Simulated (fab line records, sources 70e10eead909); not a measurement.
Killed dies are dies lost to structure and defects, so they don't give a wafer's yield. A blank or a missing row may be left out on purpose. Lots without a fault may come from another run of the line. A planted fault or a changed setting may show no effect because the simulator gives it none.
fab line records | flow nand_harc
record lots=24 wafers=72 last_day=34
route steps=1302 shown A_ONON_D2@563 A_CHANNEL_HOLE_D2@598 A_CHANNEL_FILL_D2@614 A_STAIRCASE@651
lots that met no fault: from a run of the same line without faults
start_h: hours from the record's first day to the start of the lot's first wafer shown | wait_h: hours since the lot's step before | " the same as in the row above | L1.1+2: a row that stands for several wafers | - no value, or no start given | * or withheld: withheld | < > ~ a bound
route shown NAME@n: a module of which the file shows steps, and the number in the route of the first | usual: mean/standard deviation of fault-free wafers | same: alike in all rows | chamber/n: place in a boat | sites: the reading at each site | _std_site: their standard deviation | _edge_site: outer sites' mean less inner sites' | radius_mm: how far each site lies from the wafer's centre | mask NAME#n: copy n | behind: the tool/chamber that last shaped the wafer | hold: why the lot was held/for how many hours/how that ended | device: the transistor (n, p or np) that didn't switch | end of line: the same wafers' tests at the end of the route | a step without rows: its recipe alone | killed: dies lost to structure and defects at the first sort, not the wafer's yield | map: a wafer's dies, x killed, . not, _ none there
set.NAME: the setting as run; set.NAME@STEP: as run at that earlier step | model.NAME: the simulator's own value behind a step, which no gauge read
steps of the route over a sample of lots; a table a step, a row a wafer
services: from which hour (start_h, from the record's first day; less than 0 if before it) a tool's chamber was out of use, for how many hours, and why
## steps
# step NHARC_A_ONON_D2_THK_MEAS_27
# recipe thk_meas_gauge=ellipsometry
# usual thk_nm=1000/10
# columns lot.wafer tool chamber start_h wait_h thk_nm
L074.1 film_metro-01 - 291.39 - 984
L074.3 " - " " 985
L074.5 " - " " 984
L075.1 film_metro-02 - 291.40 - 1003
L075.3 " - " " 1000
L075.4 " - " " 1002
L076.1 film_metro-01 - 313.65 - 1001
L076.4 " - " " 1001
L076.6 " - " " 1002
L078.3 film_metro-01 - 322.59 - 995
L078.4 " - " " 995
L078.6 " - " " 997
L079.1 film_metro-01 - 322.72 - 1004
L079.4 " - " " 1006
L079.5 " - " " 1004
L077.3 film_metro-02 - 322.93 - 977
L077.5 " - " " 978
L077.6 " - " " 977
L080.2 film_metro-02 - 342.08 - 992
L080.4 " - " " 992
L080.6 " - " " 992
L081.3 film_metro-01 - 354.93 - 990
L081.4 " - " " 990
L081.5 " - " " 990
L083.1 film_metro-02 - 366.59 - 1006
L083.2 " - " " 1005
L083.3 " - " " 1006
L082.3 film_metro-02 - 366.60 - 998
L082.5 " - " " 999
L082.6 " - " " 997
L084.2 film_metro-01 - 385.53 - 1009
L084.3 " - " " 1008
L084.6 " - " " 1010
L085.4 film_metro-02 - 405.88 - 1020
L085.5 " - " " 1019
L085.6 " - " " 1021
L086.2 film_metro-02 - 414.18 - 1007
L086.5 " - " " 1007
L086.6 " - " " 1007
L087.2 film_metro-02 - 418.99 - 993
L087.3 " - " " 992
L087.6 " - " " 993
L089.3 film_metro-01 - 435.85 - 1003
L089.4 " - " " 1003
L089.5 " - " " 1004
L088.3 film_metro-02 - 436.02 - 999
L088.4 " - " " 998
L088.6 " - " " 1001
L091.1 film_metro-01 - 449.09 - 992
L091.4 " - " " 993
L091.6 " - " " 992
L090.2 film_metro-02 - 449.10 - 1007
L090.3 " - " " 1008
L090.6 " - " " 1005
L092.3 film_metro-01 - 462.61 - 1012
L092.4 " - " " 1013
L092.5 " - " " 1013
L093.2 film_metro-02 - 468.63 - 1001
L093.3 " - " " 1001
L093.4 " - " " 1002
L094.4 film_metro-02 - 488.45 - 998
L094.5 " - " " 1000
L094.6 " - " " 998
L095.2 film_metro-01 - 502.31 - 991
L095.4 " - " " 989
L095.5 " - " " 990
L096.1 film_metro-01 - 502.66 - 1001
L096.4 " - " " 1003
L096.5 " - " " 1002
L097.1 film_metro-02 - 526.49 - 1019
L097.3 " - " " 1019
L097.5 " - " " 1017
# step NHARC_A_ONON_D2_INSPECT_32
# usual raw_defect_count=372/120
# columns lot.wafer tool chamber start_h wait_h raw_defect_count
L074.1 defect_inspect-01 - 292.48 0.0 477
L074.3 " - " " 297
L074.5 " - " " 404
L075.1 defect_inspect-02 - 292.50 0.0 445
L075.3 " - " " 298
L075.4 " - " " 415
L076.1 defect_inspect-02 - 314.75 0.0 187
L076.4 " - " " 324
L076.6 " - " " 192
L078.3 defect_inspect-02 - 323.68 0.0 228
L078.4 " - " " 388
L078.6 " - " " 228
L079.1 defect_inspect-01 - 323.95 0.0 402
L079.4 " - " " 643
L079.5 " - " " 545
L077.3 defect_inspect-02 - 324.25 0.0 400
L077.5 " - " " 314
L077.6 " - " " 461
L080.2 defect_inspect-02 - 343.18 0.0 337
L080.4 " - " " 554
L080.6 " - " " 354
L081.3 defect_inspect-02 - 356.03 0.0 205
L081.4 " - " " 242
L081.5 " - " " 291
L083.1 defect_inspect-02 - 367.69 0.0 462
L083.2 " - " " 459
L083.3 " - " " 402
L082.3 defect_inspect-01 - 367.72 0.0 375
L082.5 " - " " 403
L082.6 " - " " 426
L084.2 defect_inspect-02 - 386.65 0.0 220
L084.3 " - " " 386
L084.6 " - " " 228
L085.4 defect_inspect-01 - 406.99 0.0 236
L085.5 " - " " 456
L085.6 " - " " 316
L086.2 defect_inspect-01 - 415.30 0.0 252
L086.5 " - " " 305
L086.6 " - " " 375
L087.2 defect_inspect-01 - 420.09 0.0 443
L087.3 " - " " 427
L087.6 " - " " 452
L089.3 defect_inspect-01 - 436.96 0.0 229
L089.4 " - " " 161
L089.5 " - " " 250
L088.3 defect_inspect-02 - 437.15 0.0 726
L088.4 " - " " 762
L088.6 " - " " 493
L091.1 defect_inspect-01 - 450.19 0.0 521
L091.4 " - " " 222
L091.6 " - " " 441
L090.2 defect_inspect-01 - 450.21 0.0 331
L090.3 " - " " 285
L090.6 " - " " 314
L092.3 defect_inspect-01 - 463.73 0.0 368
L092.4 " - " " 350
L092.5 " - " " 233
L093.2 defect_inspect-02 - 469.72 0.0 734
L093.3 " - " " 289
L093.4 " - " " 588
L094.4 defect_inspect-02 - 489.55 0.0 409
L094.5 " - " " 314
L094.6 " - " " 339
L095.2 defect_inspect-02 - 503.41 0.0 260
L095.4 " - " " 489
L095.5 " - " " 251
L096.1 defect_inspect-02 - 503.90 0.0 210
L096.4 " - " " 378
L096.5 " - " " 286
L097.1 defect_inspect-01 - 527.62 0.0 475
L097.3 " - " " 447
L097.5 " - " " 425
# step NHARC_A_CHANNEL_HOLE_D2_ETCH_26
# recipe bias_v=300 source_w=2000 pressure_mtorr=30 time_s=224.1 ar_flow_sccm=375 c4f8_flow_sccm=11.4 o2_flow_sccm=113.6 temp_c=-20 target_depth_a=3000 chemistry=C4F8/O2/Ar
# usual drypump_motor_current_A=5.8/0.3 showerhead_plenum_p_Torr=3.77/0.16 throttle_valve_pct=24.583/0.01
# columns lot.wafer tool chamber start_h wait_h drypump_motor_current_A rf_hours_counter_h showerhead_plenum_p_Torr throttle_valve_pct
L074.1 har_etch-02 1 302.52 0.7 5.6 343 3.64 24.566
L074.3 " 1 " " 5.6 - 3.64 24.584
L074.5 " 0 " " 5.9 - 3.53 24.589
L075.1 har_etch-01 0 303.30 0.7 5.4 161 3.74 24.586
L075.3 " 0 " " 5.4 - 3.74 24.600
L075.4 " 1 " " 6.2 - 3.74 24.579
L076.1 har_etch-01 1 326.78 0.7 6.2 172 3.73 24.570
L076.4 " 0 " " 5.3 - 3.73 24.587
L076.6 " 0 " " 5.3 - 3.73 24.587
L078.4 har_etch-01 0 335.15 0.5 5.3 - 3.73 24.582
L078.3 " 1 " " 6.3 - 3.73 24.574
L078.6 " 0 " " 5.3 - 3.73 24.587
L079.1 har_etch-02 0 335.62 0.7 5.9 381 3.52 24.561
L079.4 " 1 " " 5.6 - 3.63 24.583
L079.5 " 0 " " 5.9 - 3.52 24.586
L077.3 har_etch-01 0 339.36 0.4 5.4 - 3.72 24.583
L077.5 " 1 " " 6.3 - 3.72 24.592
L077.6 " 0 " " 5.4 - 3.72 24.563
L080.2 har_etch-02 0 357.40 0.7 5.9 396 3.51 24.585
L080.4 " 1 " " 5.6 - 3.62 24.572
L080.6 " 1 " " 5.6 - 3.62 24.564
L081.3 har_etch-02 0 363.95 0.5 5.9 - 3.51 24.590
L081.4 " 1 " " 5.6 - 3.62 24.592
L081.5 " 1 " " 5.6 - 3.62 24.582
L083.2 har_etch-01 1 375.79 0.7 6.2 206 3.71 24.593
L083.1 " 0 " " 5.3 206 3.71 24.592
L083.3 " 1 " " 6.2 - 3.71 24.593
L082.3 har_etch-02 0 376.29 0.4 5.8 - 3.50 24.591
L082.5 " 1 " " 5.6 - 3.61 24.578
L082.6 " 0 " " 5.9 - 3.50 24.584
L084.2 har_etch-01 1 397.40 0.7 6.2 222 3.70 24.591
L084.3 " 1 " " 6.2 - 3.70 24.565
L084.6 " 0 " " 5.3 - 3.70 24.583
L085.4 har_etch-02 0 414.90 0.5 5.9 - 3.98 24.582
L085.6 " 0 " " 5.9 - 3.98 24.608
L085.5 " 1 " " 5.6 - 3.98 24.579
L086.2 har_etch-02 1 423.16 0.7 5.6 19 3.98 24.574
L086.6 " 1 " " 5.6 - 3.98 24.567
L086.5 " 0 " " 5.8 - 3.98 24.582
L087.2 har_etch-02 0 428.99 0.7 5.8 23 3.98 24.581
L087.3 " 0 " " 5.8 - 3.98 24.580
L087.6 " 0 " " 5.8 - 3.98 24.576
L089.4 har_etch-02 1 448.46 0.5 5.6 - 3.97 24.598
L089.3 " 0 " " 5.9 - 3.97 24.584
L089.5 " 1 " " 5.6 - 3.97 24.567
L088.4 har_etch-02 1 452.62 0.5 5.6 - 3.97 24.579
L088.3 " 0 " " 5.8 - 3.97 24.580
L088.6 " 1 " " 5.6 - 3.97 24.575
L091.1 har_etch-01 1 459.60 0.7 6.2 256 3.68 24.592
L091.4 " 0 " " 5.3 - 3.68 24.592
L091.6 " 1 " " 6.2 - 3.68 24.576
L090.2 har_etch-02 0 461.67 0.6 5.9 42 3.97 24.583
L090.3 " 1 " " 5.6 - 3.97 24.569
L090.6 " 1 " " 5.6 - 3.97 24.604
L092.4 har_etch-02 1 472.08 0.5 5.6 - 3.96 24.595
L092.3 " 0 " " 5.8 - 3.96 24.589
L092.5 " 0 " " 5.8 - 3.96 24.606
L093.2 har_etch-01 1 477.63 0.6 6.2 267 3.68 24.580
L093.3 " 0 " " 5.4 - 3.68 24.600
L093.4 " 1 " " 6.2 - 3.68 24.577
L094.4 har_etch-02 1 497.64 0.5 5.6 - 3.95 24.584
L094.5 " 1 " " 5.6 - 3.95 24.572
L094.6 " 0 " " 5.8 - 3.95 24.589
L095.2 har_etch-02 0 514.88 0.7 5.8 72 3.95 24.579
L095.4 " 1 " " 5.6 - 3.95 24.568
L095.5 " 1 " " 5.6 - 3.95 24.575
L096.1 har_etch-01 0 518.37 0.6 5.3 290 3.66 24.567
L096.4 " 1 " " 6.3 - 3.66 24.600
L096.5 " 1 " " 6.2 - 3.66 24.588
L097.1 har_etch-01 0 541.04 0.7 5.3 302 3.66 24.574
L097.3 " 1 " " 6.3 - 3.66 24.570
L097.5 " 1 " " 6.2 - 3.66 24.585
# step NHARC_A_CHANNEL_FILL_D2_ALD_14
# recipe target_thk_a=25 pulse_time_s=10 ald_cycles=25 temp_c=300 material=SiO2
# usual heater_power_w=461/34 precursor_pulse_height_rel=1.000/0.018
# columns lot.wafer tool chamber start_h wait_h heater_power_w precursor_pulse_height_rel
L074.1 ald_hk-01 1 311.70 0.1 446 1.012
L074.3 " 2 " " 497 0.992
L074.5 " 1 " " 446 1.015
L075.1 ald_hk-01 2 311.88 0.3 487 0.981
L075.4 " 3 " " 483 1.011
L075.3 " 0 " " 449 0.993
L076.4 ald_hk-04 0 335.94 0.1 444 0.984
L076.1 " 3 " " 430 1.001
L076.6 " 0 " " 446 1.025
L078.4 ald_hk-04 1 344.77 0.1 490 1.022
L078.3 " 2 " " 417 1.007
L078.6 " 1 " " 475 1.023
L079.1 ald_hk-01 1 344.81 0.1 431 1.006
L079.4 " 2 " " 504 0.992
L079.5 " 1 " " 436 1.002
L077.3 ald_hk-01 2 349.05 0.1 506 0.989
L077.5 " 1 " " 439 0.969
L077.6 " 2 " " 501 0.997
L080.2 ald_hk-04 3 366.79 0.1 440 0.975
L080.4 " 1 " " 478 1.012
L080.6 " 2 " " 417 0.961
L081.3 ald_hk-04 2 373.47 0.0 419 1.000
L081.4 " 3 " " 438 0.991
L081.5 " 2 " " 422 0.985
L083.1 ald_hk-04 0 385.77 0.1 452 0.999
L083.2 " 1 " " 472 1.020
L083.3 " 2 " " 417 1.014
L082.3 ald_hk-01 2 385.84 0.2 493 0.997
L082.5 " 3 " " 482 0.974
L082.6 " 0 " " 427 0.995
L084.3 ald_hk-01 1 406.56 0.0 440 0.981
L084.2 " 3 " " 496 0.983
L084.6 " 1 " " 450 1.046
L085.4 ald_hk-03 1 426.21 0.1 393 0.987
L085.6 " 0 " " 524 0.988
L085.5 " 1 " " 379 1.006
L086.2 ald_hk-03 0 432.96 0.2 514 0.980
L086.5 " 1 " " 388 1.001
L086.6 " 2 " " 494 1.008
L087.3 ald_hk-03 1 438.65 0.1 395 0.995
L087.2 " 3 " " 450 0.996
L087.6 " 1 " " 389 0.971
L089.4 ald_hk-03 2 457.56 0.1 487 0.995
L089.3 " 1 " " 389 0.990
L089.5 " 2 " " 495 1.011
L088.3 ald_hk-01 2 461.67 0.0 509 1.014
L088.4 " 3 " " 487 1.017
L088.6 " 2 " " 495 0.996
L090.3 ald_hk-04 0 468.78 0.0 461 1.015
L090.2 " 3 " " 433 0.974
L090.6 " 0 " " 455 1.003
L091.1 ald_hk-01 0 468.82 0.1 443 0.993
L091.4 " 1 " " 456 0.995
L091.6 " 3 " " 503 1.004
L092.4 ald_hk-04 3 481.26 0.1 437 0.985
L092.3 " 0 " " 464 0.985
L092.5 " 1 " " 489 1.020
L093.4 ald_hk-01 3 486.90 0.0 495 0.966
L093.2 " 0 " " 453 0.977
L093.3 " 2 " " 500 0.999
L094.4 ald_hk-01 2 506.86 0.2 507 0.987
L094.6 " 3 " " 490 1.006
L094.5 " 0 " " 455 1.001
L095.2 ald_hk-03 2 524.05 0.0 510 1.030
L095.4 " 1 " " 382 1.006
L095.5 " 3 " " 432 1.014
L096.1 ald_hk-01 3 527.56 0.0 511 1.039
L096.4 " 0 " " 450 0.970
L096.5 " 3 " " 504 1.014
L097.1 ald_hk-04 1 548.35 0.1 482 1.008
L097.3 " 2 " " 413 0.985
L097.5 " 3 " " 432 0.983
# step NHARC_A_CHANNEL_FILL_D2_CMP_10
# recipe target_thk_nm=150
# usual motor_current_A=11.9/1.1 time_to_endpoint_s=15.4/2.4
# columns lot.wafer tool chamber start_h wait_h motor_current_A time_to_endpoint_s
L075.3 cmp-01 2 352.07 0.4 10.9 13.3
L075.4 " 3 " " 11.5 18.0
L075.1 " 0 " " 11.6 13.3
L074.1 cmp-02 3 352.09 0.4 10.4 16.4
L074.3 " 0 " " 12.4 13.1
L074.5 " 2 " " 12.4 16.4
L076.4 cmp-02 3 375.80 0.4 11.3 17.0
L076.1 " 0 " " 13.0 15.9
L076.6 " 3 " " 10.7 15.0
L078.3 cmp-02 2 384.57 0.4 13.0 17.5
L078.4 " 3 " " 10.7 16.4
L078.6 " 1 " " 11.5 17.9
L079.1 cmp-04 0 388.29 0.4 11.8 15.6
L079.4 " 2 " " 12.9 15.1
L079.5 " 0 " " 11.9 15.8
L077.3 cmp-02 0 388.42 0.5 12.8 17.0
L077.6 " 3 " " 11.3 15.0
L077.5 " 0 " " 12.7 18.8
L080.4 cmp-02 0 407.51 0.4 12.8 14.4
L080.2 " 1 " " 11.3 14.4
L080.6 " 2 " " 13.3 17.7
L081.3 cmp-04 0 419.49 0.4 12.3 14.6
L081.4 " 1 " " 10.4 12.3
L081.5 " 3 " " 11.5 17.3
L082.3 cmp-04 3 426.79 0.4 12.2 19.1
L082.5 " 2 " " 12.5 13.3
L082.6 " 3 " " 11.4 19.3
L083.3 cmp-01 3 426.79 0.4 11.7 21.0
L083.2 " 0 " " 11.4 17.0
L083.1 " 1 " " 14.9 14.7
L084.2 cmp-02 3 446.86 0.4 10.4 13.8
L084.3 " 1 " " 11.5 13.1
L084.6 " 0 " " 13.0 12.0
L085.4 cmp-04 3 466.26 0.4 12.3 19.1
L085.5 " 0 " " 12.1 16.0
L085.6 " 1 " " 10.5 13.9
L086.2 cmp-01 0 473.88 0.4 10.7 12.8
L086.5 " 3 " " 11.2 15.8
L086.6 " 0 " " 10.7 14.9
L087.3 cmp-02 3 481.78 0.4 10.4 12.3
L087.2 " 1 " " 11.6 13.8
L087.6 " 2 " " 13.1 15.4
L088.3 cmp-04 0 498.92 0.4 12.5 16.9
L088.4 " 1 " " 10.2 16.6
L088.6 " 0 " " 12.3 18.8
L089.3 cmp-02 1 498.92 0.4 11.3 15.7
L089.4 " 2 " " 13.5 17.4
L089.5 " 0 " " 12.3 13.2
L091.1 cmp-04 2 511.11 0.4 12.2 15.1
L091.4 " 3 " " 11.7 18.8
L091.6 " 3 " " 12.1 18.5
L090.2 cmp-01 3 511.14 0.4 11.5 18.5
L090.3 " 1 " " 14.4 14.9
L090.6 " 2 " " 10.8 15.4
L092.4 cmp-02 0 521.07 0.4 13.0 13.7
L092.3 " 3 " " 11.2 13.1
L092.5 " 1 " " 12.1 11.2
L093.2 cmp-04 1 527.65 0.4 10.1 10.0
L093.4 " 3 " " 11.5 15.7
L093.3 " 0 " " 11.4 12.0
L094.4 cmp-04 0 547.91 0.4 11.8 11.9
L094.6 " 2 " " 13.0 9.1
L094.5 " 3 " " 11.9 15.9
L095.2 cmp-02 3 565.34 0.4 11.0 14.1
L095.4 " 0 " " 12.1 15.6
L095.5 " 3 " " 11.1 15.8
L096.1 cmp-01 3 565.34 0.4 11.1 19.0
L096.4 " 0 " " 10.8 11.7
L096.5 " 3 " " 11.7 13.8
L097.3 cmp-02 0 588.67 0.4 12.5 12.5
L097.1 " 1 " " 11.1 13.6
L097.5 " 1 " " 11.6 15.7
# step NHARC_A_STAIRCASE_ETCH_169
# recipe target_depth_a=500 time_s=107.1 ion_energy_ev=120 ch3f_flow_sccm=50 o2_flow_sccm=30 ar_flow_sccm=200 rf_w=500 bias_w=100 chemistry=CH3F/O2
# usual drypump_motor_current_A=5.9/0.48 oes_product_au=0.968/0.018 rf_vpp_V=245.2/1.7 showerhead_plenum_p_Torr=2.53/0.11 throttle_valve_pct=20.663/0.01
# columns lot.wafer tool chamber start_h wait_h drypump_motor_current_A oes_product_au rf_hours_counter_h rf_vpp_V showerhead_plenum_p_Torr throttle_valve_pct
L074.3 rie_diel-12 1 353.80 0.1 6.7 0.906 19 246.4 2.55 20.671
L074.1 " 3 " " 5.9 0.930 17 245.4 2.57 20.665
L074.5 " 1 " " 6.7 0.919 - 246.9 2.55 20.663
L075.1 rie_diel-02 3 353.96 0.1 5.6 0.964 38 245.3 2.54 20.670
L075.3 " 1 " " 5.0 0.953 44 244.6 2.46 20.660
L075.4 " 1 " " 5.1 0.952 - 244.4 2.46 20.655
L076.4 rie_diel-12 0 377.56 0.1 5.8 0.937 29 241.4 2.29 20.671
L076.1 " 3 " " 5.9 0.955 27 246.7 2.56 20.672
L076.6 " 1 " " 6.7 0.921 - 246.2 2.54 20.662
L078.4 rie_diel-04 2 386.20 0.1 6.3 0.965 10 246.6 2.66 20.660
L078.3 " 3 " " 6.0 0.981 10 246.7 2.60 20.673
L078.6 " 0 " " 5.3 1.001 - 243.4 2.41 20.660
L079.1 rie_diel-04 1 389.88 0.1 6.0 0.963 9 247.6 2.66 20.668
L079.4 " 0 " " 5.3 0.998 9 245.1 2.41 20.663
L079.5 " 2 " " 6.3 0.956 - 247.2 2.66 20.638
L077.3 rie_diel-12 1 390.17 0.1 6.7 0.951 34 246.0 2.54 20.655
L077.6 " 2 " " 5.3 0.967 - 242.2 2.35 20.658
L077.5 " 3 " " 5.9 0.987 - 245.1 2.56 20.651
L080.2 rie_diel-04 1 409.12 0.1 6.0 0.943 16 248.2 2.65 20.648
L080.6 " 2 " " 6.3 0.966 - 247.7 2.65 20.661
L080.4 " 3 " " 6.0 0.958 - 246.6 2.60 20.663
L081.4 rie_diel-12 3 421.64 0.1 5.9 0.988 44 243.8 2.56 20.657
L081.3 " 1 " " 6.7 0.957 45 245.1 2.54 20.653
L081.5 " 3 " " 5.9 1.001 - 246.0 2.56 20.653
L082.3 rie_diel-02 2 428.40 0.1 5.5 0.962 6 245.4 2.47 20.693
L082.6 " 0 " " 6.7 0.972 - 244.3 2.53 20.637
L082.5 " 1 " " 5.0 0.964 - 245.5 2.46 20.665
L083.1 rie_diel-02 1 428.69 0.1 5.1 0.956 7 243.7 2.46 20.646
L083.3 " 2 " " 5.5 0.953 6 243.9 2.47 20.670
L083.2 " 3 " " 5.6 0.998 8 244.6 2.53 20.677
L084.3 rie_diel-04 2 448.61 0.1 6.3 0.979 34 246.9 2.65 20.664
L084.2 " 0 " " 5.3 0.971 24 243.6 2.41 20.642
L084.6 " 2 " " 6.3 0.967 - 246.1 2.65 20.669
L085.4 rie_diel-12 0 467.96 0.1 5.8 0.987 2 247.3 2.66 20.656
L085.5 " 1 " " 6.7 0.978 - 245.2 2.53 20.688
L085.6 " 2 " " 5.3 0.981 - 244.9 2.34 20.663
L086.2 rie_diel-04 0 475.65 0.1 5.3 0.989 38 243.8 2.40 20.662
L086.5 " 3 " " 6.0 0.974 - 247.0 2.59 20.676
L086.6 " 0 " " 5.3 0.980 - 245.7 2.40 20.669
L087.2 rie_diel-04 1 483.50 0.1 6.0 0.962 46 246.6 2.64 20.682
L087.3 " 3 " " 6.1 0.973 43 244.8 2.59 20.671
L087.6 " 2 " " 6.3 0.970 - 246.5 2.64 20.661
L088.4 rie_diel-04 0 500.93 0.1 5.3 0.982 42 244.1 2.40 20.657
L088.3 " 1 " " 6.0 0.972 49 247.0 2.64 20.670
L088.6 " 3 " " 6.1 0.971 - 245.9 2.59 20.661
L089.3 rie_diel-04 0 501.12 0.1 5.3 0.962 42 244.5 2.40 20.674
L089.4 " 1 " " 6.0 0.939 49 246.4 2.64 20.672
L089.5 " 2 " " 6.3 0.956 - 247.7 2.64 20.669
L091.4 rie_diel-12 2 512.86 0.1 5.3 0.976 12 243.6 2.34 20.664
L091.1 " 0 " " 5.8 0.984 21 245.5 2.65 20.661
L091.6 " 3 " " 5.9 0.974 - 245.0 2.55 20.672
L090.3 rie_diel-04 2 513.02 0.1 6.3 0.955 55 246.2 2.64 20.667
L090.2 " 3 " " 6.1 0.983 51 245.0 2.59 20.658
L090.6 " 3 " " 6.1 0.976 - 247.2 2.59 20.677
L092.3 rie_diel-12 2 522.79 0.1 5.3 0.968 14 243.1 2.34 20.660
L092.4 " 3 " " 5.9 0.987 22 244.2 2.54 20.671
L092.5 " 1 " " 6.7 0.958 - 244.7 2.52 20.663
L093.4 rie_diel-12 1 529.26 0.1 6.7 0.961 29 244.4 2.52 20.660
L093.2 " 2 " " 5.3 0.976 17 242.6 2.34 20.661
L093.3 " 3 " " 5.9 0.981 25 246.1 2.54 20.652
L094.4 rie_diel-04 2 549.64 0.1 6.3 0.956 1 247.2 2.63 20.672
L094.5 " 0 " " 5.3 0.982 - 244.2 2.39 20.665
L094.6 " 1 " " 6.0 0.960 - 246.2 2.64 20.664
L096.1 rie_diel-04 0 566.96 0.1 5.3 0.970 4 242.5 2.39 20.651
L096.4 " 2 " " 6.3 0.965 5 248.0 2.63 20.668
L096.5 " 1 " " 6.0 0.954 - 246.4 2.63 20.643
L095.2 rie_diel-12 3 567.07 0.1 5.9 0.992 37 244.8 2.54 20.670
L095.4 " 0 " " 5.8 0.994 42 246.3 2.64 20.664
L095.5 " 3 " " 5.9 0.990 - 244.9 2.54 20.665
L097.1 rie_diel-12 3 590.30 0.1 5.9 0.985 44 245.3 2.54 20.656
L097.3 " 0 " " 5.8 0.981 49 246.5 2.64 20.669
L097.5 " 3 " " 5.9 0.983 - 244.8 2.54 20.669
## services
# columns tool chamber start_h hours kind
ald_hk-01 - 298.66 10.0 pm
rie_diel-04 1 299.48 4.0 repair
rie_diel-04 0 300.39 6.9 repair
rie_diel-12 3 310.16 3.6 repair
har_etch-01 - 313.12 0.8 repair
cmp-02 - 318.06 2.7 repair
cmp-02 - 330.63 4.0 pm
rie_diel-04 0 354.57 4.2 repair
rie_diel-04 - 359.22 9.0 pm
cmp-02 - 368.37 0.6 repair
har_etch-02 - 377.00 17.0 pm
ald_hk-01 - 383.18 0.7 repair
rie_diel-04 - 387.35 0.5 repair
rie_diel-04 0 402.33 7.7 repair
cmp-02 - 424.27 2.7 repair
cmp-02 - 428.63 4.0 pm
har_etch-01 - 445.87 4.8 repair
rie_diel-12 - 447.28 9.0 pm
cmp-02 - 451.87 6.1 repair
ald_hk-01 - 476.66 10.0 pm
rie_diel-12 2 499.02 10.7 repair
rie_diel-12 2 519.50 1.4 repair
cmp-02 - 526.63 4.0 pm
rie_diel-04 - 536.33 9.0 pm
## key
fault none
